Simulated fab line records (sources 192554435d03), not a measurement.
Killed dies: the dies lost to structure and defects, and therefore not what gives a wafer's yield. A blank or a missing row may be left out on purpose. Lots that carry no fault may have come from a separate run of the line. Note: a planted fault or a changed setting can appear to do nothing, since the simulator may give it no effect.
Chamber matching -- flow n5 finfet -- rie diel-03 running N5_MOL_CONTACT_COAG_VIA_ETCH_46: 4 sister chambers
The step etches SiO2 in C4F6/O2, target depth 46 nm, overetch 9.2 nm, time 40 s. 4 wafers are shown with their chamber, then 9 later ones without.

WAFERS PAIRED WITH THEIR CHAMBERS
wafer,chamber,rf vpp V (V)
L080.6,0,1632
L084.5,2,1560
L093.2,3,1556
L093.5,1,1583

WAFERS MISSING THEIR CHAMBER
wafer,rf vpp V (V)
L094.1,1582
L094.2,1556
L094.3,1632
L096.1,1555
L096.5,1631
L096.6,1557
L097.1,1582
L097.3,1632
L097.5,1555

WHICH CHAMBER EACH ONE RAN IN
wafer,from the rows above,in truth
L094.1,1,1
L094.2,3,3
L094.3,0,0
L096.1,3,3
L096.5,0,0
L096.6,3,3
L097.1,1,1
L097.3,0,0
L097.5,3,3
9 of 9 placed correctly. Number that these rows cannot place: 0. Wrongly placed: 0.
How it was worked out, from the rows above alone: a wafer's distance from a chamber is the root of the sum, over the readings, of the square of ((its reading less the chamber's mean) divided by the reading's scatter). If the next closest chamber is less than 2 further off than the closest, the wafer can't be placed; otherwise it belongs to the closest. A chamber's mean is the mean of its shown wafers. The scatter (one wafer shown for each chamber): square how far every hidden wafer sits from the nearest shown wafer, average those squares and take the square root.
